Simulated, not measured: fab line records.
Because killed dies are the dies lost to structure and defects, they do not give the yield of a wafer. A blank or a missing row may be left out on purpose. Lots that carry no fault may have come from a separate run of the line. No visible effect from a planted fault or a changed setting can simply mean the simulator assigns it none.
Comparing a struck lot with a sound one + flow n5_finfet + 36 steps out of a route of 1938
Sound: these wafers, L908.2, L908.3, L908.4. Struck: wafer L900.3 (L900.2, L900.4, from the same lot, were not struck and are left out); the cause is given at the end.
Per side, at each step with rows, come the tool, then ch with its chambers, and then its first start. Under that, the readings that differ: sound wafers + struck wafers + difference of the means + sigmas: that difference in standard deviations of wafers without a fault.
alike: readings whose means differ by less than 2 such deviations, and words and numbers that are the same on both sides. not compared: withheld readings, readings that some wafer has no value for, bounds like >300 that may hide the same value, and numbers for which the record gives no deviation and whose values overlap.
The two part at a step that has a row with sigmas, a row that says differs or no value, or rows on one side only. Numbers that have no deviation but don't overlap get no sigmas and don't part them. Lack of a reading on every wafer of one side parts them only where that side has two or more wafers.

first, 9 steps without rows for these wafers: N5_MOL_CONTACT_COAG_DEVELOP_39 (develop time 30 s); N5_MOL_CONTACT_COAG_DESCUM_45 (chemistry O2, time 7 s); N5_MOL_CONTACT_COAG_ETCH_65 (etches underlayer in N2/H2, target depth 13 nm, time 10.4 s); N5_MOL_CONTACT_COAG_ETCH_66 (etches SiARC in CF4, target depth 13 nm, time 21.7 s); N5_MOL_CONTACT_COAG_ALD_133 (deposits SiO2, target thk 5 nm, pulse time 1 s, co reactant pulse time 1 s); N5_MOL_CONTACT_COAG_ETCHBACK_134 (etches SiO2 in CHF3, target depth 10 nm, time 6.7 s); N5_MOL_CONTACT_COAG_ETCH_67 (etches SOC in N2/H2, target depth 60 nm, overetch 21 nm, time 101.2 s); N5_MOL_CONTACT_COAG_STRIP_68 (strips in N2/H2); N5_MOL_CONTACT_COAG_STRIP_69 (strips in N2/H2).
N5_MOL_CONTACT_COAG_ETCHBACK_136: etches SiO2 in CHF3, target depth 25 nm, time 16.7 s.
  sound on rie_diel-01 ch 0,1,3, day 10 06:33; struck on rie_diel-06 ch 3, day 8 14:23
| reading                                           | sound       | struck | difference | sigmas |
|---------------------------------------------------|-------------|--------|------------|--------|
| rf_hours_counter_h (h)                            | 230 190 208 | 21     | -188       |        |
| model.SOC_of_MOL_CONTACT_COAG_COAT_62.thk_nm (nm) | 56.8 57 57  | 58.2   | +1.3       |        |
  alike: drypump_motor_current_A, oes_ar_750_au, oes_product_au, rf_vpp_V, showerhead_plenum_p_Torr, throttle_valve_pct
then, 1 step without rows for these wafers: N5_MOL_CONTACT_COAG_STRIP_120 (strips in CHF3).
N5_MOL_CONTACT_COAG_VIA_ETCH_117: etches SiO2 in C4F6/O2, target depth 40 nm, overetch 8 nm, time 26 s.
  sound on rie_diel-01 ch 0,1,3, day 10 06:35; struck on rie_diel-06 ch 3, day 8 14:26
| reading                                      | sound            | struck | difference | sigmas |
|----------------------------------------------|------------------|--------|------------|--------|
| oes_product_au (a.u.)                        | 0.62 0.65 0.64   | 0.90   | +0.26      | +3     |
| rf_hours_counter_h (h)                       | 230 190 208      | 21     | -188       |        |
| model.MOL_CONTACT_COAG.feature_depth_nm (nm) | 39.8 40.2 39.8   | 48.6   | +8.7       |        |
| model.etch.depth_nm (nm)                     | 39.9 40.24 39.83 | 48.6   | +8.6       |        |
  alike: C4F6_flow_sccm, drypump_motor_current_A, oes_ar_750_au, rf_vpp_V, showerhead_plenum_p_Torr, throttle_valve_pct
N5_MOL_CONTACT_COAG_ETCH_124: etches SiNx in CH3F/O2, stops on SiOC, target depth 6.5 nm.
  sound on rie_diel-01 ch 0,1,3, day 10 06:37; struck on rie_diel-06 ch 3, day 8 14:28
| reading                | sound          | struck | difference | sigmas |
|------------------------|----------------|--------|------------|--------|
| oes_ar_750_au (a.u.)   | 0.70 0.72 0.70 | 0.91   | +0.20      | +2     |
| rf_hours_counter_h (h) | 230 190 208    | 21     | -188       |        |
  alike: drypump_motor_current_A, oes_product_au, rf_vpp_V, showerhead_plenum_p_Torr, throttle_valve_pct
N5_MOL_CONTACT_COAG_ETCH_48: etches SiOC in C4F6/O2, target depth 15 nm, overetch 4.5 nm, time 17 s.
  sound on rie_diel-01 ch 0,1,3, day 10 06:39; struck on rie_diel-06 ch 3, day 8 14:30
| reading                                           | sound          | struck | difference | sigmas |
|---------------------------------------------------|----------------|--------|------------|--------|
| oes_product_au (a.u.)                             | 0.55 0.60 0.57 | 0.37   | -0.20      | -2     |
| rf_hours_counter_h (h)                            | 230 190 208    | 21     | -188       |        |
| model.SOC_of_MOL_CONTACT_COAG_COAT_62.thk_nm (nm) | 45.2 45.8 45.6 | 46.8   | +1.3       |        |
  alike: C4F6_flow_sccm, drypump_motor_current_A, oes_ar_750_au, rf_vpp_V, showerhead_plenum_p_Torr, throttle_valve_pct
then, 20 steps without rows for these wafers: N5_MOL_CONTACT_COAG_STRIP_72 (strips in N2/H2); N5_MOL_CONTACT_COAG_STRIP_49 (strips in N2/H2, time 30 s); N5_MOL_CONTACT_COAG_PRECLEAN_138 (cleans in alkaline clean, time 60 s); N5_MOL_CONTACT_COAG_SRD_139 (time 30 s); N5_MOL_CONTACT_COAG_PRE_CLEAN_121; N5_MOL_CONTACT_COAG_CVD_140 (deposits W, target thk 66.5 nm, time 215 s); N5_MOL_CONTACT_COAG_PRECLEAN_127 (cleans in DIW, time 57.5 s); N5_MOL_CONTACT_COAG_SRD_128 (dry time 32 s); N5_MOL_CONTACT_COAG_CMP_52 (polishes, stops on SiO2, t overpolish 1.5 s, target thk 66.5 nm); N5_MOL_CONTACT_COAG_ANNEAL_112 (time 1800 s); N5_BEOL_M0_SAQP_PECVD_00 (deposits SiCN from 3MS/NH3, target thk 8 nm, time 14 s); N5_BEOL_M0_SAQP_ILD_DEP_01 (deposits SiOC from DEMS/O2, target thk 45.419 nm, time 8.7 s); N5_BEOL_M0_SAQP_HM_DEP_02 (deposits TiN, target thk 12 nm); N5_BEOL_M0_SAQP_PECVD_03 (deposits SiCN from 3MS/NH3, target thk 12 nm, time 21.1 s); N5_BEOL_M0_SAQP_PECVD_96 (deposits a-Si from SiH4/He, target thk 45 nm, time 45.2 s); N5_BEOL_M0_SAQP_PECVD_97 (deposits SiNx from SiH4/NH3/N2, target thk 23 nm, time 19.9 s); N5_BEOL_M0_SAQP_PECVD_04 (deposits a-Si from SiH4/He, target thk 60 nm, time 60.2 s); N5_BEOL_M0_SAQP_HM_DEP_111 (deposits SiO2 from SiH4/N2O, target thk 12 nm, time 7.2 s); N5_BEOL_M0_SAQP_COAT_81 (time 60 s, resist thk 100 nm); N5_BEOL_M0_SAQP_COAT_82 (time 60 s, resist thk 30 nm).
N5_BEOL_M4_RC_MEAS_101:
  the record has rows for the sound wafers here (prober-02 ch 0, day 13 16:15) and none for the struck ones
-- a jump in the record: the struck wafers' starts before and after are 8 days apart (it breaks off in module BEOL_M4 and resumes in module PASSIVATION, where the first step shown is number 1936 of the route) --
N5_PASSIVATION_PROBE_49:
  sound on prober-02, day 17 22:49; struck on prober-02, day 16 10:11
| reading                  | sound          | struck | difference | sigmas      |
|--------------------------|----------------|--------|------------|-------------|
| defect_limited_yield (%) | 88.8 89.4 89.5 | 24.1   | -65.1      | -43         |
| killed_at_M4_up          | 23 24 18       | 9      | -13        | -2          |
| killed_at_contacts       | 17 10 18       | 796    | +781       | +99 or more |
| killed_dies              | 132 125 124    | 896    | +769       | +45         |
| killed_on_rim            | 13 14 16       | 100    | +86        | +20         |
| killed_short             | 49 48 39       | 30     | -15        | -2          |
| sort_bin_5_function (%)  | 6.2 6.4 6.4    | 72.0   | +65.7      | +72         |
| sort_n_pass              | 1048 1055 1056 | 284    | -769       | -45         |
| sort_yield_pct (%)       | 88.8 89.4 89.5 | 24.1   | -65.1      | -43         |
  alike: killed_at_M0_to_M3, killed_at_front_end, killed_at_other, killed_open, sort_bin_6_memory, sort_bin_8_speed

WHERE THEY PART
At N5_MOL_CONTACT_COAG_VIA_ETCH_117 first; at N5_PASSIVATION_PROBE_49 last (within this record only).

WHY: what had been put in by the simulator
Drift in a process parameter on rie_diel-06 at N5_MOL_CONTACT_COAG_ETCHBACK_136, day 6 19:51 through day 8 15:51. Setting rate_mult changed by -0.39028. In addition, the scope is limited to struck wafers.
